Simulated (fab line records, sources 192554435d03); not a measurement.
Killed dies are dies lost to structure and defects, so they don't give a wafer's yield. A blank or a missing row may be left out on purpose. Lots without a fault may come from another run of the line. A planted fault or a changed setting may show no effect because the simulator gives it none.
Split-lot experiment | flow n5_finfet | 7 lots, 21 wafers read, on a route of 1938 steps

THE SPLIT
At N5_PASSIVATION_ETCH_15 (etches SiCN in CF4/N2, target depth 75 nm, time 81.2 s), the setting bias_w was moved away from the recipe's 70 W on 8 of the 21 wafers read, by -13.7% to +13.7%. The other wafers ran this setting at the recipe's value.

The reading is taken at the split's own step.

THE READING
rf_vpp_V, in V, at N5_PASSIVATION_ETCH_15 (etches SiCN in CF4/N2, target depth 75 nm, time 81.2 s). Fault-free wafers of this fab line usually give 382.3 V, standard deviation 1.8 V.

wafer  | tool, chamber at the split | bias_w as run, W | against the recipe | rf_vpp_V, V | against lot-mates on the recipe
L081.1 | rie_diel-05, 1             | 70               | recipe             | 381.8       | -
L081.3 | rie_diel-05, 2             | 74               | +5.7%              | 393.9       | +12.4
L081.6 | rie_diel-05, 1             | 70               | recipe             | 381.1       | -
L084.3 | rie_diel-05, 1             | 60.42            | -13.7%             | 348.0       | -34.3
L084.4 | rie_diel-05, 0             | 70               | recipe             | 382.3       | -
L084.6 | rie_diel-05, 2             | 60.42            | -13.7%             | 347.7       | -34.6
L082.1 | rie_diel-04, 3             | 70               | recipe             | 386.8       | -
L082.4 | rie_diel-04, 2             | 70               | recipe             | 383.6       | -
L082.5 | rie_diel-04, 2             | 70               | recipe             | 383.3       | -
L085.1 | rie_diel-04, 0             | 70               | recipe             | 380.6       | -
L085.3 | rie_diel-04, 2             | 73.42            | +4.9%              | 395.5       | +14.6
L085.5 | rie_diel-04, 0             | 70               | recipe             | 381.2       | -
L088.4 | rie_diel-02, 0             | 70               | recipe             | 380.9       | -
L088.5 | rie_diel-02, 1             | 70               | recipe             | 384.1       | -
L088.6 | rie_diel-02, 0             | 70               | recipe             | 381.4       | -
L096.1 | rie_diel-04, 1             | 63.24            | -9.7%              | 355.8       | -27.2
L096.2 | rie_diel-04, 2             | 70               | recipe             | 383.0       | -
L096.4 | rie_diel-04, 0             | 63.24            | -9.7%              | 356.6       | -26.4
L097.1 | rie_diel-05, 0             | 79.58            | +13.7%             | 413.8       | +31.8
L097.4 | rie_diel-05, 1             | 70               | recipe             | 382.0       | -
L097.5 | rie_diel-05, 3             | 79.58            | +13.7%             | 413.9       | +31.9

THE FIT
A straight line over all 21 wafers: rf_vpp_V changes by +2.46 V for each +1% of bias_w; r = +1.00; the points scatter about the line by 1.8 V.
The same after taking each lot's own level away (the mean of its wafers on the recipe; 21 wafers): +2.49 V for each +1%; r = +1.00; scatter 1.5 V.
On that fit, the largest move of bias_w shifts the reading by 34 V.
The lots' own levels span 380.90 to 384.57 V, that is 2.0 times the standard deviation above.
So the lot-to-lot level changes the slope little: the two slopes agree.
Check: with one of the wafers moved furthest among these (-13.7%) left out of the fit, the line predicts -34.6 V for it against its lot-mates. It came out at -34.3 V against them.
Tool readings at the split's step, against how far the setting was moved: rf_vpp_V r = +1.00.

OTHER SPLITS ON THESE WAFERS
These wafers also went through other splits before the reading. Each is held against what the fit with the lots' levels taken away leaves over:
other split on the same wafers     | wafers away from the commonest value | r with rf_vpp_V (lot level and that fit taken away)
N5_BEOL_M12_CMP_49 down_force_psi  | 6                                    | -0.16
N5_BEOL_M12_DEP_53 time_s          | 3                                    | -0.18
N5_BEOL_M14_EXPOSE_25 dose_mj      | 6                                    | -0.35
N5_MIM_BOT_LITHO_EXPOSE_05 dose_mj | 7                                    | -0.15
N5_MIM_BOT_ETCH_ETCH_04 time_s     | 7                                    | +0.12

THE WHOLE CHAIN: every reading that the file lists as answering this split, in the file's order
step                   | what it does                                           | reading                                                        | change (the file's fit)               | r (the file's)
N5_PASSIVATION_ETCH_15 | etches SiCN in CF4/N2, target depth 75 nm, time 81.2 s | rf_vpp_V                                                       | +2.49 V for each +1% of the setting   | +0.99
N5_PASSIVATION_ETCH_15 | etches SiCN in CF4/N2, target depth 75 nm, time 81.2 s | etch.depth_nm (the simulator's own value, which no gauge read) | +0.247 nm for each +1% of the setting | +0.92

THE FILE'S OWN FIT
rf_vpp_V changes by +2.49 V for each +1% of bias_w, r = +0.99.
